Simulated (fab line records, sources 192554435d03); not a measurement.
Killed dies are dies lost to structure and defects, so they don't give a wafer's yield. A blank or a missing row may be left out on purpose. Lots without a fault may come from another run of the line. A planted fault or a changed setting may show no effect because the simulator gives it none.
Split-lot experiment | flow n5_finfet | 7 lots, 39 wafers read, on a route of 1938 steps

THE SPLIT
At N5_STI_FIN_REVEAL_ETCHBACK_08 (etches SiO2 in C4F6/O2, target depth 30.5 nm, time 10.167 s), the setting target_depth_a was moved away from the recipe's 305 angstrom on 15 of the 39 wafers read, by -51.1% to +27.5%. The other wafers ran this setting at the recipe's value.

FROM THE SPLIT TO THE READING: what the file shows between them, 3 steps
- N5_STI_FIN_REVEAL_STRIP_24: strips in N2/H2, time 90 s
- N5_STI_FIN_REVEAL_PRECLEAN_25: cleans in SPM, time 90 s
- N5_STI_FIN_REVEAL_SRD_23: time 30 s

THE READING
trench_depth_nm, in nm, at N5_STI_FIN_REVEAL_FIN_H_MEAS_10. Fault-free wafers of this fab line usually give 51.8 nm, standard deviation 0.67 nm.

wafer  | tool, chamber at the split | target_depth_a as run, angstrom | against the recipe | trench_depth_nm, nm | against lot-mates on the recipe
L074.1 | rie_diel-04, 1,0,0         | 305                             | recipe             | 51.8                | -
L074.2 | rie_diel-04, 1,0,0         | 305                             | recipe             | 52.1                | -
L074.3 | rie_diel-04, 3,2,3         | 255.7                           | -16.2%             | 47.5                | -4.3
L074.4 | rie_diel-04, 3,2,3         | 255.7                           | -16.2%             | 46.7                | -5.1
L074.5 | rie_diel-04, 1,0,0         | 305                             | recipe             | 51.4                | -
L074.6 | rie_diel-04, 3,2,3         | 255.7                           | -16.2%             | 47.7                | -4.1
L075.1 | rie_diel-04, 0,2,1         | 388.9                           | +27.5%             | 60.8                | +8.9
L075.2 | rie_diel-04, 3,1,2         | 305                             | recipe             | 52.4                | -
L075.3 | rie_diel-04, 0,2,1         | 388.9                           | +27.5%             | 59.8                | +7.9
L075.4 | rie_diel-04, 0,2,1         | 388.9                           | +27.5%             | 60.4                | +8.5
L075.5 | rie_diel-04, 3,1,2         | 305                             | recipe             | 51.6                | -
L075.6 | rie_diel-04, 3,1,2         | 305                             | recipe             | 51.6                | -
L077.1 | rie_diel-06, 2,3,2         | 305                             | recipe             | 51.3                | -
L077.2 | rie_diel-06, 2,3,2         | 305                             | recipe             | 52.0                | -
L077.6 | rie_diel-06, 2,3,2         | 305                             | recipe             | 52.0                | -
L079.1 | rie_diel-01, 1,3,2,0,2,1   | 305                             | recipe             | 51.0                | -
L079.2 | rie_diel-01, 1,3,2,0,2,1   | 305                             | recipe             | 51.4                | -
L079.3 | rie_diel-01, 1,3,2,0,2,1   | 305                             | recipe             | 51.5                | -
L079.4 | rie_diel-01, 1,3,2,0,2,1   | 305                             | recipe             | 51.7                | -
L079.5 | rie_diel-01, 1,3,2,0,2,1   | 305                             | recipe             | 51.9                | -
L079.6 | rie_diel-01, 1,3,2,0,2,1   | 305                             | recipe             | 51.5                | -
L088.1 | rie_diel-06, 1,2,2         | 305                             | recipe             | 50.4                | -
L088.2 | rie_diel-06, 1,2,2         | 305                             | recipe             | 50.8                | -
L088.3 | rie_diel-06, 3,3,1         | 207.6                           | -31.9%             | 41.0                | -9.4
L088.4 | rie_diel-06, 1,2,2         | 305                             | recipe             | 49.9                | -
L088.5 | rie_diel-06, 3,3,1         | 207.6                           | -31.9%             | 40.9                | -9.5
L088.6 | rie_diel-06, 3,3,1         | 207.6                           | -31.9%             | 41.0                | -9.4
L093.1 | rie_diel-06, 1,2,0         | 357.1                           | +17.1%             | 56.8                | +4.4
L093.2 | rie_diel-06, 1,2,0         | 357.1                           | +17.1%             | 57.3                | +4.9
L093.3 | rie_diel-06, 1,2,0         | 357.1                           | +17.1%             | 57.5                | +5.1
L093.4 | rie_diel-06, 3,3,2         | 305                             | recipe             | 52.8                | -
L093.5 | rie_diel-06, 3,3,2         | 305                             | recipe             | 52.0                | -
L093.6 | rie_diel-06, 3,3,2         | 305                             | recipe             | 52.3                | -
L097.1 | rie_diel-01, 0,2,1         | 305                             | recipe             | 52.8                | -
L097.2 | rie_diel-01, 1,3,2         | 149                             | -51.1%             | 35.6                | -16.5
L097.3 | rie_diel-01, 0,2,1         | 305                             | recipe             | 51.3                | -
L097.4 | rie_diel-01, 1,3,2         | 149                             | -51.1%             | 35.9                | -16.2
L097.5 | rie_diel-01, 0,2,1         | 305                             | recipe             | 52.2                | -
L097.6 | rie_diel-01, 1,3,2         | 149                             | -51.1%             | 35.9                | -16.2
Where a row lists several chambers, the file gives one row for several wafers and doesn't say which wafer went through which chamber.

THE FIT
A straight line over all 39 wafers: trench_depth_nm changes by +0.315 nm for each +1% of target_depth_a; r = +0.99; the points scatter about the line by 0.64 nm.
The same after taking each lot's own level away (the mean of its wafers on the recipe; 39 wafers): +0.308 nm for each +1%; r = +1.00; scatter 0.45 nm.
On that fit, the largest move of target_depth_a shifts the reading by 16 nm.
The lots' own levels span 50.37 to 52.37 nm, that is 3.0 times the standard deviation above.
So the lot-to-lot level changes the slope little: the two slopes agree.
Check: with one of the wafers moved furthest among these (-51.1%) left out of the fit, the line predicts -15.6 nm for it against its lot-mates. It came out at -16.5 nm against them.

OTHER SPLITS ON THESE WAFERS
These wafers also went through other splits before the reading. Each is held against what the fit with the lots' levels taken away leaves over:
other split on the same wafers          | wafers away from the commonest value | r with trench_depth_nm (lot level and that fit taken away)
N5_ZERO_LAYER_DEVELOP_10 develop_time_s | 15                                   | +0.13

THE FILE'S OWN FIT
trench_depth_nm changes by +0.308 nm for each +1% of target_depth_a, r = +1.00.
